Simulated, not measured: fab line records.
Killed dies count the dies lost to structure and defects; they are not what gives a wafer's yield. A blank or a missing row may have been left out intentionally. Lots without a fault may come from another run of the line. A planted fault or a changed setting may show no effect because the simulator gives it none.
Chamber matching -- flow n5-finfet -- N5_BEOL_M6_STRIP_19 on rie-diel-03: 4 sister chambers
The step strips in O2. 18 wafers are shown with their chamber, then 9 later ones without.

WAFERS WITH THEIR CHAMBER
wafer,chamber,showerhead-plenum-p-Torr (Torr),throttle-valve-pct (%),oes-product-au (a.u.)
L075.3,1,2.03,16.53,0.91
L075.4,0,2.17,16.53,0.97
L075.6,0,2.17,16.55,0.99
L074.1,3,2.10,16.38,0.82
L074.2,1,2.03,16.52,0.91
L074.3,2,2.22,17.06,0.81
L082.1,0,2.16,16.57,0.89
L082.5,3,2.09,16.42,0.79
L082.6,0,2.16,16.58,0.90
L085.4,1,2.02,16.59,0.89
L085.5,3,2.09,16.44,0.78
L085.6,2,2.21,17.13,0.77
L090.1,0,2.16,16.63,0.90
L090.2,2,2.21,17.12,0.77
L090.3,3,2.09,16.42,0.79
L090.4,1,2.01,16.59,0.88
L090.5,0,2.16,16.60,0.90
L090.6,3,2.09,16.43,0.78

SIGNATURES, as means of the wafers listed above
reading,chamber 0,chamber 1,chamber 2,chamber 3,scatter within a chamber
showerhead-plenum-p-Torr,2.1633,2.0225,2.2133,2.0920,0.0063
throttle-valve-pct,16.5767,16.5575,17.1033,16.4180,0.0333
oes-product-au,0.9250,0.8975,0.7833,0.7920,0.0295
Rule: for each reading, subtract the chamber's mean from the wafer's reading, divide by that reading's scatter and square the result; add these up over the readings and take the root, which gives the wafer's distance from the chamber. The wafer belongs to the nearest chamber; if the next one is less than 2 further off, it can't be placed. The scatter: take each reading less its chamber's mean, square it, sum over the shown wafers, divide by the number of wafers less the number of chambers, and take the root.

WAFERS WITH NO CHAMBER GIVEN
wafer,showerhead-plenum-p-Torr (Torr),throttle-valve-pct (%),oes-product-au (a.u.)
L094.2,2.16,16.61,0.89
L094.4,2.21,17.15,0.77
L094.5,2.21,17.14,0.76
L095.2,2.16,16.62,0.88
L095.5,2.01,16.62,0.85
L095.6,2.21,17.15,0.76
L096.2,2.16,16.62,0.88
L096.3,2.09,16.47,0.77
L096.5,2.01,16.62,0.86

WHICH CHAMBER EACH ONE RAN IN
wafer,from the rows above,in truth
L094.2,0,0
L094.4,2,2
L094.5,2,2
L095.2,0,0
L095.5,1,1
L095.6,2,2
L096.2,0,0
L096.3,3,3
L096.5,1,1
Correctly placed: 9 of 9. Left unplaced by these rows: 0. 0 placed wrongly.
